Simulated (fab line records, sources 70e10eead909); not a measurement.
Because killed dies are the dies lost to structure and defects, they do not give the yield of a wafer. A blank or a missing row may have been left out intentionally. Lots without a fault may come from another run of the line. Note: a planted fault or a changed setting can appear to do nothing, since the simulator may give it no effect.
fab line records	flow nand_harc
[record] lots = 11	wafers = 33	last_day = 33
route steps=1302 shown A_CHANNEL_HOLE_D1@473 A_DECK1_JOINT@518
lots untouched by any fault: they come from a run of this same line in which no faults occurred
start_h: hours from the record's opening day to when the first of the lot's shown wafers began	wait_h: hours from the lot's prior step to this one	" the same as in the row above	L1.1+2: several wafers, shown together as one row	- no value present, or no start provided	* or withheld: withheld	< > ~ a bound
route shown NAME@n: names a module that has steps shown in the file, with the first one's number in the route	usual: the fault-free wafers' mean and standard deviation	same: alike in all rows	chamber/n: place in a boat	sites: readings site by site	_std_site: their standard deviation	_edge_site: mean of outer sites minus mean of inner sites	radius_mm: for every site, how far away it sits from the centre of the wafer	mask NAME#n: copy n	behind: the tool/chamber that last shaped the wafer	hold: cause of the lot's hold/its duration in hours/its outcome	device: transistor that didn't switch, given as n, p or np	end of line: the route-end tests of the same wafers	step lacking rows: just its recipe	killed: not the wafer's yield, but the dies lost to structure and defects at the first sort	map: shows each die of a wafer: x if killed, . if not, _ if none is there
set.NAME: the setting as run; set.NAME@STEP: as run at that earlier step	model.NAME: the simulator's own value behind a step, which no gauge read
one table for each step of the route and one row for each wafer, over a sample of lots
services: the hour from which a tool's chamber was out of use, counted from the record's first day as start_h (under 0 if before that day), plus the number of hours and why
[[steps]]
[step NHARC_A_CHANNEL_HOLE_D1_ETCH_21]
[recipe] bias_v = 3000	source_w = withheld	pressure_mtorr = 20	time_s = 514.3	ar_flow_sccm = 375	c4f8_flow_sccm = 89.3	o2_flow_sccm = 35.7	temp_c = -20	target_depth_a = 16000	chemistry = C4F8/O2/Ar
[usual] drypump_motor_current_A = 5.84/0.19	showerhead_plenum_p_Torr = 3.70/0.12	throttle_valve_pct = 32.155/0.0092
lot.wafer	tool	chamber	start_h	wait_h	drypump_motor_current_A	rf_hours_counter_h	showerhead_plenum_p_Torr	throttle_valve_pct
L382.2	har_etch-01	0	217.54	0.3	6.09	111	3.73	32.157
L382.1	"	1	"	"	5.66	111	3.73	32.147
L382.3	"	1	"	"	5.67	-	3.73	32.165
L385.1	har_etch-01	0	263.40	0.3	6.07	138	3.71	32.151
L385.4	"	1	"	"	5.69	-	3.71	32.127
L385.6	"	0	"	"	6.06	-	3.71	32.146
L386.2	har_etch-02	0	264.79	0.3	5.65	332	3.67	32.168
L386.3	"	1	"	"	6.00	-	3.40	32.168
L386.5	"	1	"	"	6.03	-	3.40	32.164
L393.2	har_etch-02	0	326.79	0.3	5.64	370	3.65	32.161
L393.3	"	0	"	"	5.66	-	3.65	32.150
L393.5	"	1	"	"	6.00	-	3.93	32.152
L391.3	har_etch-01	1	327.29	0.3	5.66	-	3.69	32.150
L391.5	"	1	"	"	5.67	-	3.69	32.159
L391.6	"	0	"	"	6.05	-	3.69	32.139
L395.2	har_etch-02	1	348.51	0.3	6.04	385	3.92	32.175
L395.4	"	1	"	"	6.02	-	3.92	32.148
L395.5	"	0	"	"	5.63	-	3.64	32.167
L396.2	har_etch-02	0	362.64	0.3	5.65	393	3.64	32.164
L396.6	"	0	"	"	5.63	-	3.64	32.160
L396.5	"	1	"	"	6.00	-	3.92	32.148
L398.2	har_etch-01	0	383.02	0.3	6.05	211	3.67	32.154
L398.4	"	0	"	"	6.06	-	3.67	32.149
L398.5	"	1	"	"	5.71	-	3.67	32.169
L399.2	har_etch-01	0	393.10	0.3	6.11	218	3.67	32.162
L399.3	"	0	"	"	6.10	-	3.67	32.141
L399.6	"	1	"	"	5.67	-	3.67	32.146
L400.2	har_etch-02	1	401.23	0.3	5.99	4	3.91	32.167
L400.3	"	1	"	"	6.01	-	3.91	32.151
L400.5	"	0	"	"	5.65	-	3.63	32.146
L401.3	har_etch-02	0	417.35	0.3	5.65	-	3.62	32.165
L401.6	"	0	"	"	5.64	-	3.62	32.166
L401.5	"	1	"	"	6.00	-	3.90	32.160
[step NHARC_A_CHANNEL_HOLE_D1_ETCH_22]
[recipe] bias_v = 3000	source_w = withheld	pressure_mtorr = 20	time_s = 666.7	ar_flow_sccm = 375	c4f8_flow_sccm = 89.3	o2_flow_sccm = 35.7	temp_c = -20	target_depth_a = 16000	chemistry = C4F8/O2/Ar
[usual] drypump_motor_current_A = 5.84/0.19	showerhead_plenum_p_Torr = 3.70/0.12	throttle_valve_pct = 32.156/0.0093
lot.wafer	tool	chamber	start_h	wait_h	drypump_motor_current_A	rf_hours_counter_h	showerhead_plenum_p_Torr	throttle_valve_pct
L382.2	har_etch-01	0	217.98	0.4	6.08	112	3.73	32.171
L382.1	"	1	"	"	5.69	112	3.73	32.162
L382.3	"	1	"	"	5.69	-	3.73	32.144
L385.1	har_etch-01	0	263.86	0.4	6.05	139	3.71	32.146
L385.4	"	1	"	"	5.67	-	3.71	32.149
L385.6	"	0	"	"	6.08	-	3.71	32.173
L386.2	har_etch-02	0	265.22	0.4	5.66	332	3.67	32.154
L386.3	"	1	"	"	6.02	-	3.40	32.164
L386.5	"	1	"	"	6.02	-	3.40	32.151
L393.2	har_etch-02	0	327.26	0.4	5.66	371	3.65	32.151
L393.3	"	0	"	"	5.66	-	3.65	32.184
L393.5	"	1	"	"	6.00	-	3.93	32.160
L391.3	har_etch-01	1	327.78	0.4	5.74	-	3.69	32.158
L391.5	"	1	"	"	5.67	-	3.69	32.161
L391.6	"	0	"	"	6.06	-	3.69	32.153
L395.2	har_etch-02	1	348.96	0.4	6.00	385	3.92	32.152
L395.4	"	1	"	"	6.00	-	3.92	32.158
L395.5	"	0	"	"	5.66	-	3.64	32.160
L396.2	har_etch-02	0	363.09	0.4	5.66	394	3.64	32.154
L396.6	"	0	"	"	5.65	-	3.64	32.151
L396.5	"	1	"	"	6.02	-	3.92	32.151
L398.2	har_etch-01	0	383.47	0.4	6.04	211	3.67	32.140
L398.4	"	0	"	"	6.06	-	3.67	32.167
L398.5	"	1	"	"	5.68	-	3.67	32.141
L399.2	har_etch-01	0	393.55	0.4	6.05	219	3.67	32.155
L399.3	"	0	"	"	6.08	-	3.67	32.170
L399.6	"	1	"	"	5.68	-	3.67	32.145
L400.2	har_etch-02	1	401.70	0.4	6.02	5	3.91	32.151
L400.3	"	1	"	"	6.01	-	3.91	32.146
L400.5	"	0	"	"	5.63	-	3.63	32.159
L401.3	har_etch-02	0	417.83	0.4	5.65	-	3.62	32.160
L401.6	"	0	"	"	5.64	-	3.62	32.158
L401.5	"	1	"	"	6.02	-	3.90	32.157
[step NHARC_A_CHANNEL_HOLE_D1_ETCH_44]
[recipe] target_depth_a = 1400	overetch_a = 140	time_s = 77	ion_energy_ev = 100	cf4_flow_sccm = 80	o2_flow_sccm = 20	ar_flow_sccm = 0	rf_w = 300	bias_w = 100	chemistry = CF4/O2
[usual] bias_w = 100.0/0.32	drypump_motor_current_A = 5.5/0.49	oes_product_au = 1.000/0.01	rf_vpp_V = 197.7/1.2	showerhead_plenum_p_Torr = 1.33/0.046	throttle_valve_pct = 13.398/0.0088
lot.wafer	tool	chamber	start_h	wait_h	bias_w	drypump_motor_current_A	oes_product_au	rf_hours_counter_h	rf_vpp_V	showerhead_plenum_p_Torr	throttle_valve_pct
L382.3	rie_diel-05	3	221.86	0.1	100.0	4.9	0.984	56	196.4	1.25	13.405
L382.2	"	0	"	"	100.1	5.2	1.011	54	198.7	1.32	13.403
L382.1	"	2	"	"	100.3	6.3	0.991	55	198.1	1.30	13.387
L385.4	rie_diel-02	3	267.62	0.1	100.0	5.0	1.000	4	199.3	1.32	13.407
L385.1	"	0	"	"	100.2	5.8	1.006	4	197.4	1.30	13.400
L385.6	"	2	"	"	100.5	5.9	0.998	-	199.3	1.36	13.389
L386.2	rie_diel-02	3	269.07	0.1	100.1	5.0	0.996	4	198.1	1.32	13.381
L386.3	"	2	"	"	100.3	5.9	0.990	4	198.9	1.36	13.394
L386.5	"	3	"	"	100.9	4.9	0.989	-	197.5	1.32	13.410
L393.2	rie_diel-02	1	331.05	0.1	99.8	5.4	1.018	10	197.7	1.38	13.411
L393.3	"	3	"	"	100.3	4.9	1.008	11	197.0	1.32	13.412
L393.5	"	2	"	"	100.1	5.8	0.994	-	198.9	1.36	13.386
L391.3	rie_diel-06	2	331.52	0.1	99.3	5.0	1.007	4	197.4	1.32	13.398
L391.6	"	2	"	"	99.4	5.0	1.002	-	196.7	1.32	13.376
L391.5	"	3	"	"	99.8	6.5	1.007	-	195.9	1.25	13.385
L395.2	rie_diel-06	2	352.84	0.1	100.4	5.0	0.997	13	197.8	1.32	13.404
L395.4	"	0	"	"	100.3	5.6	1.002	10	198.9	1.40	13.404
L395.5	"	1	"	"	100.5	5.5	0.977	-	198.2	1.37	13.390
L396.2	rie_diel-05	3	367.08	0.1	99.8	4.9	0.990	31	195.6	1.24	13.392
L396.5	"	3	"	"	99.9	4.9	0.986	-	195.6	1.24	13.411
L396.6	"	2	"	"	100.4	6.3	0.980	-	198.0	1.29	13.406
L398.4	rie_diel-02	0	387.34	0.1	100.1	5.8	0.993	15	195.7	1.30	13.406
L398.2	"	2	"	"	100.2	5.9	0.989	15	197.0	1.36	13.408
L398.5	"	0	"	"	99.7	5.8	0.999	-	195.6	1.30	13.404
L399.2	rie_diel-05	1	397.46	0.1	99.2	4.8	1.000	48	195.4	1.28	13.406
L399.3	"	0	"	"	99.7	5.3	1.005	49	197.6	1.31	13.410
L399.6	"	1	"	"	100.0	4.8	1.000	-	195.8	1.28	13.381
L400.2	rie_diel-05	2	405.47	0.1	99.6	6.3	0.991	44	196.2	1.29	13.390
L400.3	"	1	"	"	100.2	4.7	1.011	51	197.1	1.28	13.403
L400.5	"	3	"	"	99.8	4.9	0.997	-	194.7	1.24	13.412
L401.3	rie_diel-05	2	421.52	0.1	100.8	6.3	0.998	1	197.5	1.29	13.400
L401.5	"	0	"	"	100.7	5.2	0.997	-	197.2	1.31	13.392
L401.6	"	1	"	"	100.3	4.8	1.020	-	196.3	1.28	13.394
[step NHARC_A_DECK1_JOINT_ETCHBACK_07]
[recipe] target_depth_a = 1050	time_s = 26.9	hbr_flow_sccm = 150	rf_w = 350	icp_w = 350	bias_w = 60	chemistry = HBr
[usual] bias_w = 60.04/0.17	drypump_motor_current_A = 5.6/0.37	oes_product_au = 1.002/0.013	run_length_s = 48.4/0.36	throttle_valve_pct = 23.265/0.0086
lot.wafer	tool	chamber	start_h	wait_h	bias_w	drypump_motor_current_A	oes_product_au	rf_hours_counter_h	run_length_s	throttle_valve_pct
L382.2	rie_si-02	2	274.27	0.1	60.21	5.8	1.018	1.1	48.0	23.269
L382.3	"	3	"	"	59.82	4.9	0.979	1.1	48.1	23.263
L382.1	"	1	"	"	59.73	5.6	1.006	1.0	48.5	23.276
L386.3	rie_si-02	2	317.72	0.1	59.85	5.8	0.994	0.2	47.7	23.263
L386.2	"	3	"	"	59.81	4.9	0.977	0.1	48.0	23.258
L386.5	"	3	"	"	60.37	4.9	0.982	-	47.9	23.267
L385.1	rie_si-04	0	317.73	0.1	60.10	5.9	1.015	1.0	48.2	23.265
L385.4	"	3	"	"	60.00	5.4	0.984	-	48.7	23.256
L385.6	"	2	"	"	60.00	5.2	1.020	-	48.7	23.249
L391.3	rie_si-02	1	381.08	0.1	-	5.6	1.034	0.6	37.6	23.257
L391.5	"	0	"	"	-	6.2	1.000	-	37.8	23.285
L391.6	"	1	"	"	-	5.6	1.018	-	37.7	23.286
L393.2	rie_si-02	2	386.26	0.1	-	5.8	0.979	0.7	36.7	23.271
L393.3	"	0	"	"	-	6.2	1.004	0.5	37.4	23.253
L393.5	"	1	"	"	-	5.6	1.007	-	37.8	23.282
L395.4	rie_si-02	3	402.02	0.1	-	4.9	0.978	0.7	37.0	23.252
L395.2	"	2	"	"	-	5.8	0.991	0.8	36.8	23.274
L395.5	"	0	"	"	-	6.2	0.987	-	37.6	23.267
L396.2	rie_si-04	3	417.60	0.1	59.98	5.5	0.991	0.4	48.3	23.272
L396.5	"	1	"	"	60.02	5.7	1.000	-	48.2	23.271
L396.6	"	2	"	"	60.05	5.2	1.003	-	48.4	23.250
L398.4	rie_si-01	1	436.69	0.1	60.39	5.8	0.996	0.4	48.4	23.266
L398.2	"	3	"	"	60.26	5.7	0.999	0.4	48.3	23.251
L398.5	"	0	"	"	60.13	6.0	1.003	-	48.4	23.265
L399.2	rie_si-01	1	446.77	0.1	60.07	5.9	1.019	0.4	48.3	23.270
L399.3	"	3	"	"	60.06	5.7	1.003	0.4	48.3	23.277
L399.6	"	2	"	"	60.04	5.5	1.020	-	48.9	23.261
L400.3	rie_si-04	2	455.43	0.1	59.99	5.2	0.996	0.7	48.2	23.272
L400.2	"	1	"	"	60.12	5.7	1.003	0.8	48.3	23.263
L400.5	"	2	"	"	60.33	5.2	0.990	-	48.3	23.248
L401.3	rie_si-04	1	470.69	0.1	59.91	5.7	1.020	0.9	48.5	23.278
L401.6	"	0	"	"	59.75	5.9	1.020	-	48.3	23.254
L401.5	"	1	"	"	60.03	5.7	1.003	-	49.0	23.263
[[services]]
tool	chamber	start_h	hours	kind
rie_diel-02	-	216.75	9.0	pm
rie_diel-05	-	229.63	9.0	pm
rie_diel-05	2	262.13	13.8	repair
rie_si-02	-	277.00	9.0	pm
rie_diel-05	-	279.15	0.6	repair
rie_diel-02	-	280.79	1.1	repair
rie_diel-02	0	305.52	6.3	repair
rie_diel-06	-	307.25	9.0	pm
rie_si-04	0	307.25	6.8	repair
rie_si-04	1	310.68	15.3	repair
rie_diel-05	0	330.05	3.3	repair
rie_diel-05	3	340.22	13.9	repair
rie_si-04	-	342.00	9.0	pm
rie_diel-05	1	365.82	2.9	repair
rie_diel-02	0	372.55	4.2	repair
har_etch-02	-	377.00	17.0	pm
rie_diel-02	-	393.75	9.0	pm
rie_diel-05	-	406.63	9.0	pm
rie_diel-02	1	426.04	2.2	repair
rie_diel-02	2	430.09	14.6	repair
rie_diel-02	1	436.58	1.5	repair
rie_si-02	-	454.00	9.0	pm
rie_diel-02	0	461.74	5.5	repair
rie_si-04	-	465.62	0.4	repair
[[key]]
[first_sign] step = NHARC_A_DECK1_JOINT_ETCHBACK_07	reading = run_length_s	direction = down	sigmas = 30	usual = *	struck = *
effect none on later readings
met_at NHARC_A_DECK1_JOINT_ETCHBACK_07
struck_lots L391,L393,L395
tester_left_out L391,L393,L395
not_acting_at NHARC_A_CHANNEL_HOLE_D1_ETCH_21,NHARC_A_CHANNEL_HOLE_D1_ETCH_22,NHARC_A_CHANNEL_HOLE_D1_ETCH_44
onset_between 317.72 381.08
[fault] kind = process_parameter_drift	tool = rie_si-02	chamber = -	onset_h = 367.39	steps = NHARC_A_DECK1_JOINT_ETCHBACK_07	channel = time_s	offset = *	shape = step	end_h = 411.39	acts_in = *	stated = *
// tester_left_out: of these lots the tester's yield and bins aren't shown, on N5 and GAA mostly nor the transistor test; their killed dies are dies lost to structure and defects alone, not to doping, threshold or leakage, so they don't give the yield
